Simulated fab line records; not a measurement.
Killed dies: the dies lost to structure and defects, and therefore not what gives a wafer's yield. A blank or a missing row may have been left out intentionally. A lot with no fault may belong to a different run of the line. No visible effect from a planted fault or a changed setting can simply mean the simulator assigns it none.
fab line records | flow n5Finfet
record lots=6 wafers=18 lastDay=18
route steps=1938 shown BEOL_M2@870 BEOL_M4@1111
lots that met no fault: taken from a fault-free run of the same line
startH: hours from the record's opening day to when the first of the lot's shown wafers began | waitH: how many hours have passed since the lot's step before this one | " identical to the entry in the row above | L1.1+2: a row that stands for several wafers | - either no value or no given start | * or withheld: withheld | < > ~ a bound
route shown NAME@n: NAME is a module with steps in the file, n the number in the route of the first one | usual: the fault-free wafers' mean and standard deviation | same: alike in all rows | chamber/n: place in a boat | sites: the reading at each site | _std_site: standard deviation of those values | _edge_site: outer sites' mean less inner sites' | radiusMm: how far each site lies from the wafer's centre | mask NAME#n: copy n | behind: the last tool/chamber to shape the wafer | hold: cause of the lot's hold/its duration in hours/its outcome | device: names the non-switching transistor (n, p or np) | end of line: tests run on the same wafers once the route is complete | a step given without rows: its recipe and nothing more | killed: count of dies lost to structure and defects at first sort (not the wafer's yield) | map: per-die view of a wafer (x killed, . not killed, _ where there is no die)
set.NAME: setting as actually run; set.NAME@STEP: the setting as run at that earlier step | model.NAME: the simulator's own value behind a step, which no gauge read
lots at selected steps of the route; one table per step, one row per wafer
services: a tool's chamber out of use, with start hour (startH, from the record's first day; less than 0 if before it), hours out, and reason
## steps
# step N5_BEOL_M2_COAT_22
# recipe resist=CAR-EUV spinRpm=1500 resistThkNm=30
# step N5_BEOL_M2_EBR_24
# recipe solvent=PGMEA ebrWidthMm=1.5
# step N5_BEOL_M2_SOFTBAKE_23
# recipe tempC=110 timeS=60 resist=CAR-EUV
# step N5_BEOL_M2_EXPOSE_25
# recipe maskId=V1 na=0.33 sourceShape=quasar sigmaInner=0.2 sigmaOuter=0.8 polarization=unpolarized defocusNm=5 doseMj=63
# step N5_BEOL_M2_PEB_26
# recipe pebTempC=100 pebTimeS=60 resist=CAR-EUV
# step N5_BEOL_M2_DEVELOP_27
# recipe developTimeS=30 developer=TMAH resist=CAR-EUV rinseLiquid=surfactantRinse dry=airSpin devTempC=23
# step N5_BEOL_M2_CD_MEAS_28
# recipe targetCdNm=26.2 landingEnergyEv=500 detector=seInlens targetCdYNm=24.1 polarity=opening
# usual cdNm=26.17/0.22
# columns lot.wafer tool chamber startH waitH cdNm
L709.2 cdSem-01 0 145.55 - 26.31
L709.3 " 0 " " 26.00
L709.4 " 0 " " 26.19
L711.1 cdSem-02 0 154.03 - 26.09
L711.3 " 0 " " 26.15
L711.4 " 0 " " 26.30
L717.3 cdSem-03 0 202.53 - 26.39
L717.4 " 0 " " 26.30
L717.6 " 0 " " 26.03
L718.3 cdSem-03 0 210.19 - 26.49
L718.4 " 0 " " 26.20
L718.5 " 0 " " 25.94
L722.3 cdSem-01 0 230.63 - 26.02
L722.4 " 0 " " 25.88
L722.6 " 0 " " 25.86
L725.2 cdSem-03 0 239.08 - 26.55
L725.4 " 0 " " 26.27
L725.6 " 0 " " 26.38
# step N5_BEOL_M2_OVL_MEAS_29
# recipe pointsPerWafer=522
# usual V1_OVL=0.5/0.63
# columns lot.wafer tool chamber startH waitH V1_OVL[nm]
L709.2 overlay-02 0 145.58 0.0 -0.2
L709.3 " 0 " " -0.8
L709.4 " 0 " " -0.2
L711.1 overlay-02 0 154.06 0.0 1.5
L711.3 " 0 " " 0.8
L711.4 " 0 " " 1.3
L717.3 overlay-01 0 202.57 0.0 0.1
L717.4 " 0 " " -0.1
L717.6 " 0 " " 0.6
L718.3 overlay-02 0 210.23 0.0 0.5
L718.4 " 0 " " 0.1
L718.5 " 0 " " 0.1
L722.3 overlay-01 0 230.67 0.0 1.0
L722.4 " 0 " " 0.3
L722.6 " 0 " " -0.2
L725.2 overlay-01 0 239.12 0.0 0.9
L725.4 " 0 " " 1.0
L725.6 " 0 " " 0.9
# step N5_BEOL_M2_INSPECT_30
# recipe mode=adi inspectInstrument=brightfield
# usual rawDefectCount=430/110
# columns lot.wafer tool chamber startH waitH rawDefectCount
L709.2 defectInspect-02 - 145.64 0.0 522
L709.3 " - " " 427
L709.4 " - " " 494
L711.1 defectInspect-02 - 154.12 0.1 235
L711.3 " - " " 670
L711.4 " - " " 494
L717.3 defectInspect-02 - 202.61 0.0 504
L717.4 " - " " 354
L717.6 " - " " 404
L718.3 defectInspect-02 - 210.28 0.0 287
L718.4 " - " " 558
L718.5 " - " " 609
L722.3 defectInspect-01 - 230.72 0.0 651
L722.4 " - " " 329
L722.6 " - " " 628
L725.2 defectInspect-02 - 239.17 0.0 518
L725.4 " - " " 375
L725.6 " - " " 442
# step N5_BEOL_M2_DESCUM_33
# recipe chemistry=O2 timeS=7 sourcePowerW=50 biasPowerW=20 pressureMtorr=20 rfFrequencyHz=2.712e+07 tempC=40 resist=CAR-EUV o2FlowSccm=225
# usual drypumpMotorCurrentA=5.9/0.36 oesProductAu=0.78/0.074 rfVppV=243.7/1.8 showerheadPlenumPTorr=2.12/0.1 throttleValvePct=20.35/0.15
# columns lot.wafer tool chamber startH waitH drypumpMotorCurrentA oesProductAu rfHoursCounterH rfVppV showerheadPlenumPTorr throttleValvePct
L709.2 rieDiel-02 2 145.73 0.1 6.4 0.67 234 244.1 2.06 20.56
L709.3 " 1 " " 5.5 0.82 70 246.1 2.21 20.31
L709.4 " 0 " " 5.3 0.87 27 244.7 2.22 20.14
L711.1 rieDiel-05 2 154.16 0.0 5.8 0.95 5 245.4 2.24 20.27
L711.3 " 0 " " 5.5 0.75 156 245.5 2.18 20.22
L711.4 " 3 " " 6.3 0.71 230 243.4 2.16 20.63
L717.3 rieDiel-04 1 202.80 0.2 6.1 0.72 220 242.4 1.97 20.25
L717.4 " 0 " " 6.4 0.88 52 245.1 2.23 20.23
L717.6 " 2 " " 6.1 0.86 - 242.9 2.02 20.54
L718.3 rieDiel-05 1 210.31 0.0 5.4 0.75 146 241.2 1.91 20.51
L718.4 " 2 " " 5.8 0.90 21 245.3 2.23 20.30
L718.5 " 2 " " 5.8 0.90 - 245.9 2.23 20.28
L722.3 rieDiel-05 0 230.75 0.0 5.5 0.73 181 244.3 2.17 20.26
L722.4 " 0 " " 5.5 0.74 - 244.6 2.17 20.25
L722.6 " 1 " " 5.4 0.73 - 239.8 1.91 20.54
L725.2 rieDiel-04 0 239.20 0.0 6.4 0.86 66 243.8 2.22 20.25
L725.4 " 2 " " 6.1 0.83 81 241.8 2.02 20.55
L725.6 " 2 " " 6.1 0.84 - 241.0 2.02 20.55
# step N5_BEOL_M2_ETCH_77
# recipe chemistry=N2/H2 target=underlayer targetDepthA=65 maskMaterial=CAR-EUV timeS=5.2 ionEnergyEv=200 pressureMtorr=30 sourceW=840 biasW=150 n2FlowSccm=200 h2FlowSccm=200 ends=cleared
# usual biasW=150.0/0.45 drypumpMotorCurrentA=5.9/0.36 etchRfOnTimeS=5.20/0.067 oesProductAu=0.66/0.063 rfVppV=525/3.5 showerheadPlenumPTorr=2.57/0.12 throttleValvePct=17.82/0.18
# columns lot.wafer tool chamber startH waitH biasW drypumpMotorCurrentA etchRfOnTimeS oesProductAu rfHoursCounterH rfVppV showerheadPlenumPTorr throttleValvePct
L709.2 rieDiel-02 2 145.77 0.0 149.6 6.4 5.20 0.58 234 521 2.51 18.11
L709.3 " 1 " " 149.5 5.5 5.21 0.71 70 527 2.68 17.70
L709.4 " 0 " " 149.7 5.3 5.12 0.74 27 530 2.71 17.58
L711.1 rieDiel-05 2 154.19 0.0 149.5 5.8 5.15 0.81 5 528 2.72 17.65
L711.3 " 0 " " 150.5 5.6 5.21 0.65 156 528 2.65 17.64
L711.4 " 3 " " 149.9 6.3 5.16 0.60 230 526 2.62 18.13
L717.3 rieDiel-04 1 202.83 0.0 150.2 6.1 5.20 0.61 220 522 2.40 17.73
L717.4 " 0 " " 149.1 6.4 5.12 0.76 52 528 2.69 17.61
L717.6 " 2 " " 149.2 6.1 5.16 0.71 - 523 2.47 18.00
L718.3 rieDiel-05 1 210.34 0.0 150.7 5.4 5.29 0.63 146 517 2.34 18.03
L718.4 " 2 " " 150.0 5.8 5.23 0.77 21 527 2.71 17.69
L718.5 " 2 " " 151.0 5.8 5.21 0.76 - 529 2.71 17.70
L722.3 rieDiel-05 0 230.78 0.0 149.8 5.6 5.23 0.63 181 527 2.64 17.67
L722.4 " 0 " " 150.0 5.5 5.15 0.64 - 527 2.64 17.70
L722.6 " 1 " " 149.1 5.5 5.25 0.63 - 519 2.34 18.06
L725.2 rieDiel-04 0 239.24 0.0 150.0 6.3 5.10 0.73 66 527 2.68 17.62
L725.4 " 2 " " 149.6 6.1 5.17 0.70 81 524 2.47 18.05
L725.6 " 2 " " 148.8 6.1 5.13 0.70 - 521 2.47 18.06
# step N5_BEOL_M2_ETCH_69
# recipe chemistry=CF4 target=SiARC targetDepthA=156 maskMaterial=CAR-EUV timeS=26 ionEnergyEv=80 pressureMtorr=40 sourceW=545 biasW=36 Ar_flow_sccm=100 cf4FlowSccm=100 ends=cleared
# usual biasW=35.99/0.1 drypumpMotorCurrentA=5.9/0.36 etchRfOnTimeS=25.9/0.35 oesProductAu=0.67/0.063 rfVppV=184.5/1.4 showerheadPlenumPTorr=2.17/0.097 throttleValvePct=15.56/0.18
# columns lot.wafer tool chamber startH waitH biasW drypumpMotorCurrentA etchRfOnTimeS oesProductAu rfHoursCounterH rfVppV showerheadPlenumPTorr throttleValvePct
L709.2 rieDiel-02 2 145.78 0.0 35.93 6.4 26.1 0.57 234 182.5 2.11 15.78
L709.3 " 1 " " 35.85 5.5 26.0 0.71 70 186.0 2.26 15.52
L709.4 " 0 " " 36.01 5.3 25.7 0.75 27 185.8 2.27 15.25
L711.1 rieDiel-05 2 154.21 0.0 35.83 5.8 25.7 0.82 5 186.9 2.28 15.42
L711.3 " 0 " " 36.05 5.5 26.0 0.65 156 184.1 2.22 15.44
L711.4 " 3 " " 36.19 6.3 25.6 0.61 230 184.3 2.20 15.84
L717.3 rieDiel-04 1 202.85 0.0 36.21 6.1 26.3 0.61 220 183.1 2.03 15.54
L717.4 " 0 " " 35.91 6.4 25.4 0.75 52 185.0 2.27 15.35
L717.6 " 2 " " 35.84 6.1 26.0 0.73 - 185.2 2.09 15.74
L718.3 rieDiel-05 1 210.36 0.0 36.00 5.4 26.5 0.63 146 183.1 1.98 15.78
L718.4 " 2 " " 36.02 5.8 26.3 0.76 21 185.3 2.28 15.44
L718.5 " 2 " " 35.99 5.8 26.1 0.77 - 186.0 2.28 15.45
L722.3 rieDiel-05 0 230.80 0.0 36.03 5.5 25.8 0.64 181 185.9 2.21 15.49
L722.4 " 0 " " 35.79 5.5 25.9 0.64 - 185.9 2.21 15.49
L722.6 " 1 " " 36.05 5.4 26.5 0.63 - 183.3 1.98 15.79
L725.2 rieDiel-04 0 239.26 0.0 35.98 6.4 25.5 0.73 66 184.6 2.26 15.39
L725.4 " 2 " " 36.01 6.1 25.7 0.71 81 183.1 2.09 15.78
L725.6 " 2 " " 36.08 6.1 25.9 0.71 - 184.1 2.09 15.78
# step N5_BEOL_M2_ALD_98
# recipe material=SiO2 targetThkA=25 tempC=100 aldPrecursorFamily=BDEAS aldCoReactant=O2-plasma pulseTimeS=1 coReactantPulseTimeS=1 purgeTimeS=2 coReactantPurgeTimeS=2 aldCycles=17 pressureTorr=2
# usual aldCycles=17/0 heaterPowerW=79/10 precursorPulseHeightRel=1.001/0.02
# columns lot.wafer tool chamber startH waitH aldCycles heaterPowerW precursorPulseHeightRel model.SiO2_of_BEOL_M2_ALD_98.thkNm
L709.2 aldSin-01 0 145.87 0.1 17 70 0.994 2.6
L709.3 " 1 " " 17 86 0.986 2.4
L709.4 " 3 " " 17 72 1.031 2.6
L711.1 aldSin-03 3 154.96 0.7 17 97 0.973 2.6
L711.3 " 0 " " 17 68 0.978 2.6
L711.4 " 1 " " 17 64 1.000 2.6
L717.3 aldSin-01 3 202.93 0.1 25 71 0.997 3.6
L717.4 " 1 " " 25 85 1.032 3.6
L717.6 " 2 " " 17 72 0.994 2.4
L718.3 aldSin-01 1 210.56 0.2 25 86 0.970 3.6
L718.4 " 3 " " 25 72 1.005 3.6
L718.5 " 0 " " 17 70 1.030 2.4
L722.3 aldSin-03 2 230.88 0.1 17 88 0.989 2.4
L722.4 " 0 " " 17 69 0.995 2.6
L722.6 " 1 " " 17 66 1.009 2.6
L725.2 aldSin-02 3 239.78 0.5 17 91 0.992 2.6
L725.4 " 0 " " 17 69 1.044 2.6
L725.6 " 2 " " 17 92 1.037 2.6
# step N5_BEOL_M2_ETCHBACK_99
# recipe chemistry=CHF3 target=SiO2 targetDepthA=50 timeS=10.4 sourceW=215 biasW=47 Ar_flow_sccm=200 CHF3_flow_sccm=12 ionEnergyEv=100 pressureMtorr=30
# usual biasW=46.97/0.15 drypumpMotorCurrentA=5.8/0.38 oesProductAu=0.79/0.082 rfVppV=241.9/1.9 showerheadPlenumPTorr=2.20/0.088 throttleValvePct=16.96/0.16
# columns lot.wafer tool chamber startH waitH biasW drypumpMotorCurrentA oesProductAu rfHoursCounterH rfVppV showerheadPlenumPTorr throttleValvePct
L709.2 rieDiel-02 2 151.95 6.0 46.84 6.4 0.68 236 241.8 2.11 17.22
L709.3 " 1 " " 47.22 5.5 0.83 73 243.1 2.28 17.03
L709.4 " 0 " " 46.88 5.3 0.87 29 242.0 2.28 16.74
L711.1 rieDiel-02 2 168.66 13.7 46.63 6.4 0.67 241 244.1 2.11 17.23
L711.3 " 3 " " 47.02 5.9 0.73 183 241.8 2.22 16.86
L711.4 " 1 " " 46.95 5.5 0.82 77 244.6 2.28 17.03
L717.3 rieDiel-02 1 210.69 7.7 46.88 5.5 0.79 93 243.8 2.27 17.05
L717.4 " 0 " " 46.91 5.3 0.84 - 241.5 2.28 16.77
L717.6 " 3 " " 46.88 5.9 0.72 - 239.6 2.21 16.90
L718.3 rieDiel-04 3 221.58 11.0 46.94 6.0 0.73 215 242.6 2.12 16.98
L718.4 " 0 " " 46.89 6.4 0.87 59 240.7 2.28 16.79
L718.5 " 1 " " 46.91 6.1 0.71 - 237.8 2.03 17.00
L722.3 rieDiel-02 2 236.90 6.0 46.96 6.4 0.97 7 244.4 2.10 16.79
L722.4 " 0 " " 46.94 5.3 0.83 59 240.4 2.27 16.79
L722.6 " 2 " " 46.82 6.4 0.97 - 242.7 2.10 16.78
L725.2 rieDiel-02 2 262.92 23.1 46.98 6.4 0.93 17 241.8 2.10 16.81
L725.4 " 3 " " 46.78 5.9 0.70 217 240.7 2.21 16.91
L725.6 " 3 " " 47.07 5.9 0.71 - 240.4 2.21 16.93
# step N5_BEOL_M4_RC_MEAS_101
# usual DIBL_N=35.9/1.3 DIBL_P=35.9/1.5 IOFF_N=0.152/0.023 IOFF_P=0.204/0.027 ION_N=673/9.2 ION_P=462/6.7 SS_N=71.4/0.48 SS_P=73.2/0.55 VT_N=250.3/2.6 VT_P=-250.6/3
# columns lot.wafer tool chamber startH waitH DIBL_N[mV/V] DIBL_P[mV/V] IOFF_N[nA/um] IOFF_P[nA/um] ION_N[uA/um] ION_P[uA/um] SS_N[mV/dec] SS_P[mV/dec] VT_N[mV] VT_P[mV]
L709.2 prober-02 0 188.53 0.2 35.0 36.3 0.157 0.219 679 465 71.6 73.4 252.0 -250.1
L709.3 " 0 " " 36.1 37.1 0.171 0.237 681 474 72.2 73.2 247.4 -248.6
L709.4 " 0 " " 36.8 38.3 0.189 0.255 680 469 72.4 73.5 245.9 -247.0
L711.1 prober-01 0 213.05 0.0 35.6 35.9 0.123 0.171 667 460 70.5 73.1 254.2 -253.6
L711.3 " 0 " " 36.8 37.1 0.144 0.203 658 457 70.9 73.4 252.0 -251.7
L711.4 " 0 " " 35.9 36.0 0.131 0.174 670 456 70.7 73.5 253.7 -253.1
L717.3 prober-02 0 248.27 0.6 37.8 37.5 0.194 0.215 682 459 71.8 73.4 248.2 -251.7
L717.4 " 0 " " 36.9 36.7 0.181 0.212 683 466 71.5 73.0 246.0 -252.6
L717.6 " 0 " " 38.6 38.7 0.214 0.243 680 460 71.8 73.5 245.5 -249.2
L718.3 prober-01 0 266.58 0.3 34.2 35.6 0.142 0.205 672 459 71.3 72.9 250.4 -249.3
L718.4 " 0 " " 35.0 36.1 0.152 0.216 673 467 71.4 73.4 247.4 -249.7
L718.5 " 0 " " 33.9 35.4 0.142 0.196 677 463 71.2 72.7 251.2 -248.4
L722.3 prober-02 0 278.40 0.3 36.0 33.2 0.112 0.145 662 450 71.1 72.5 253.4 -256.7
L722.4 " 0 " " 37.0 34.8 0.124 0.166 653 452 71.4 73.6 254.0 -252.9
L722.6 " 0 " " 38.0 35.9 0.144 0.185 665 457 71.1 72.6 250.3 -252.9
L725.2 prober-02 0 302.38 0.2 35.0 37.0 0.149 0.214 677 462 71.4 72.4 249.3 -249.2
L725.4 " 0 " " 36.0 37.6 0.170 0.232 686 473 71.8 73.5 249.0 -245.5
L725.6 " 0 " " 35.0 36.6 0.145 0.206 670 468 72.1 73.3 251.0 -251.0
## services
# columns tool chamber startH hours kind
aldSin-03 2 138.47 10.7 repair
aldSin-02 - 166.41 0.8 pm
aldSin-03 - 177.34 14.0 pm
aldSin-03 0 177.34 14.0 ventCycle
aldSin-03 1 177.34 14.0 ventCycle
aldSin-03 2 177.34 14.0 ventCycle
aldSin-03 3 177.34 14.0 ventCycle
aldSin-03 0 191.34 - clean
aldSin-03 1 191.34 - clean
aldSin-03 2 191.34 - clean
rieDiel-02 2 193.76 - clean
rieDiel-02 2 193.76 - consumableReplace:focusRing
rieDiel-02 2 193.76 21.7 scheduledDown
rieDiel-02 2 193.76 21.7 ventCycle
aldSin-02 1 223.34 16.5 repair
rieDiel-05 3 226.36 1.8 repair
aldSin-02 2 228.06 3.2 repair
rieDiel-05 3 228.48 - clean
rieDiel-05 3 228.48 - consumableReplace:focusRing
rieDiel-05 3 228.48 13.1 scheduledDown
rieDiel-05 3 228.48 13.1 ventCycle
aldSin-01 3 230.26 6.7 repair
aldSin-01 - 237.79 0.7 repair
aldSin-01 - 248.63 0.8 repair
## key
firstSign step=N5_BEOL_M2_ALD_98 reading=aldCycles direction=up sigmas=99+ usual=* struck=*
effect none on later readings
modelEffect step=N5_BEOL_M2_ALD_98 value=SiO2_of_BEOL_M2_ALD_98.thkNm without=2.4 struck=3.6
metAt N5_BEOL_M2_ALD_98
struckWafers L717.3,L717.4,L718.3,L718.4
onsetBetween 145.87 202.93
fault kind=processParameterDrift tool=aldSin-01 chamber=- onsetH=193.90 steps=N5_BEOL_M2_ALD_98 channel=aldCycles offset=* shape=step endH=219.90 scope=struckWafersOnly actsIn=* stated=*
